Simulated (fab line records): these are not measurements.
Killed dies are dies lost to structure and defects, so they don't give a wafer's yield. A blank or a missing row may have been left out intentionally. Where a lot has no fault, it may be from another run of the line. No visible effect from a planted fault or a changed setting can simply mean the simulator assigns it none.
A lot that was struck, set against a sound lot | flow n5-finfet | 15 out of 1938 route steps
Sound: wafers L476.2, L476.3, L476.4. Struck: wafer L468.3 (left out: L468.2, a lot-mate that was not struck); the cause follows at the end.
Per side, at each step with rows, come the tool, then ch with its chambers, and then its first start. Under that, the readings that differ: sound wafers | struck wafers | difference of the means | sigmas: that difference in standard deviations of wafers without a fault.
alike: readings with means less than 2 such deviations apart, plus words and numbers identical on both sides. not compared: withheld readings, readings lacking a value on some wafer, bounds such as >300 that could conceal the same value, and numbers that have no deviation in the record and whose values overlap.
The two part at a step that has a row with sigmas, a row that says differs or no value, or rows on one side only. When numbers do not overlap yet have no deviation, they are printed without sigmas and do not part them. A reading that every wafer of one side lacks parts them only if that side has two wafers or more.

first, 1 step without rows for these wafers: N5_FIN_SAQP_ETCH_65 (etches SiO2 in CF4, target depth 4 nm, time 4.4 s).
N5_FIN_SAQP_MANDREL_ETCH_58: etches a-Si in HBr/Cl2, stops on SiNx, target depth 45 nm, bt time 10 s, time 27 s.
  sound on rie-si-04 ch 0,1,2, day 6 23:46; struck on rie-si-01 ch 2, day 5 00:18
  alike: drypump-motor-current-A, oes-product-au, throttle-valve-pct
  not compared: rf-hours-counter-h
N5_FIN_SAQP_RECESS_63: chemistry HF/NH3, target SiO2, target depth 18 nm, afs cycles 3, sublimation time 60 s.
  sound on vapor-etch-01 ch 0,1, day 6 23:53; struck on vapor-etch-01 ch 1, day 5 00:23
  alike: drypump-motor-current-A, foreline-p-Torr
then, 3 steps without rows for these wafers: N5_FIN_SAQP_COAT_68 (time 60 s, resist thk 100 nm); N5_FIN_SAQP_ETCH_69 (etches SOC in N2/H2, stops on SiNx, target depth 150 nm); N5_FIN_SAQP_ETCH_67 (etches SiNx in CH3F/O2, target depth 30 nm).
N5_FIN_SAQP_STRIP_70: strips in N2/H2.
  sound on rie-diel-05 ch 0,1,2, day 7 00:25; struck on rie-diel-05 ch 0, day 5 00:59
  reading                | sound             | struck | difference | sigmas
  n2-flow-sccm (sccm)    | 300.5 299.7 299.5 | 298.1  | -1.8       | -2
  oes-product-au (a.u.)  | 0.66 0.70 0.89    | 0.93   | +0.18      | +2
  rf-hours-counter-h (h) | 238 235 36        | 17     | -153       |
  alike: drypump-motor-current-A, power-w, rf-vpp-V, showerhead-plenum-p-Torr, throttle-valve-pct
then, 2 steps without rows for these wafers: N5_FIN_SAQP_RECESS_71 (chemistry HF/NH3, target SiO2, target depth 3 nm, afs cycles 1, sublimation time 60 s); N5_FIN_SAQP_SPACER2_ALD_28 (deposits SiO2, target thk 8.1 nm, pulse time 1 s, purge time 2 s).
N5_FIN_SAQP_SPACER2_ETCHBACK_29: etches SiO2 in CHF3/O2, target depth 12.2 nm, time 6.1 s.
  sound on rie-diel-01 ch 0,1,2, day 7 00:58; struck on rie-diel-05 ch 0, day 5 01:32
  reading                | sound     | struck | difference | sigmas
  rf-hours-counter-h (h) | 54 94 149 | 18     | -81        |
  alike: drypump-motor-current-A, oes-product-au, rf-vpp-V, showerhead-plenum-p-Torr, throttle-valve-pct
N5_FIN_SAQP_MANDREL2_REMOVE_60: chemistry HBr/Cl2/O2, target a-Si, stops on SiNx, bt time 10 s.
  sound on rie-si-04 ch 1,2,3, day 7 01:03; struck on rie-si-04 ch 0, day 5 01:37
  reading                | sound          | struck | difference | sigmas
  throttle-valve-pct (%) | 36.3 36.3 36.0 | 37.0   | +0.8       | +3
  alike: drypump-motor-current-A, oes-product-au
  not compared: rf-hours-counter-h
N5_FIN_SAQP_CD_MEAS_31 targets a cd of 8 nm.
  sound on cd-sem-01 ch 0, day 7 01:10; struck on cd-sem-01 ch 0, day 5 01:44
  alike: cd-nm
N5_FIN_SAQP_HM_OPEN_33: chemistry CH3F/O2, target SiNx, target depth 49.4 nm, time 70.6 s.
  sound on rie-diel-06 ch 1,2,3, day 7 01:17; struck on rie-diel-01 ch 3, day 5 01:49
  reading               | sound             | struck | difference | sigmas
  etch-rf-on-time-s (s) | 69.4 67.9 70.2    | 40.9   | -28.3      | -20
  oes-product-au (a.u.) | 0.60 0.58 0.66    | 0.82   | +0.21      | +3
  rf-fwd-power-W (W)    | 390.0 393.6 390.3 | 385.2  | -6.1       | -5
  rf-vpp-V (V)          | 301 294 293       | 304    | +8         | +2
  alike: CH3F_flow_sccm, drypump-motor-current-A, showerhead-plenum-p-Torr, throttle-valve-pct
  not compared: rf-hours-counter-h
then, 1 step without rows for these wafers: N5_FIN_SAQP_ETCH_34 (etches SiO2 in C4F6/O2, target depth 45 nm, time 15 s).
-- here the record skips 6 days between the struck wafers' starts before and after, leaving off in module FIN_SAQP and picking up in module BEOL_M4 (first step shown: number 1111 of the route) --
N5_BEOL_M4_RC_MEAS_101:
  sound on prober-02 ch 0, day 12 23:08; struck on prober-01 ch 0, day 11 08:14
  reading       | sound          | struck | difference | sigmas
  SS_N (mV/dec) | 70.7 71.5 70.4 | 72.2   | +1.3       | +2
  alike: DIBL_N, DIBL_P, IOFF_N, IOFF_P, ION_N, ION_P, SS_P, VT_N, VT_P

## WHERE THEY PART
Last at N5_BEOL_M4_RC_MEAS_101 as far as this record goes, first at N5_FIN_SAQP_STRIP_70.

WHY: what the simulator had put in
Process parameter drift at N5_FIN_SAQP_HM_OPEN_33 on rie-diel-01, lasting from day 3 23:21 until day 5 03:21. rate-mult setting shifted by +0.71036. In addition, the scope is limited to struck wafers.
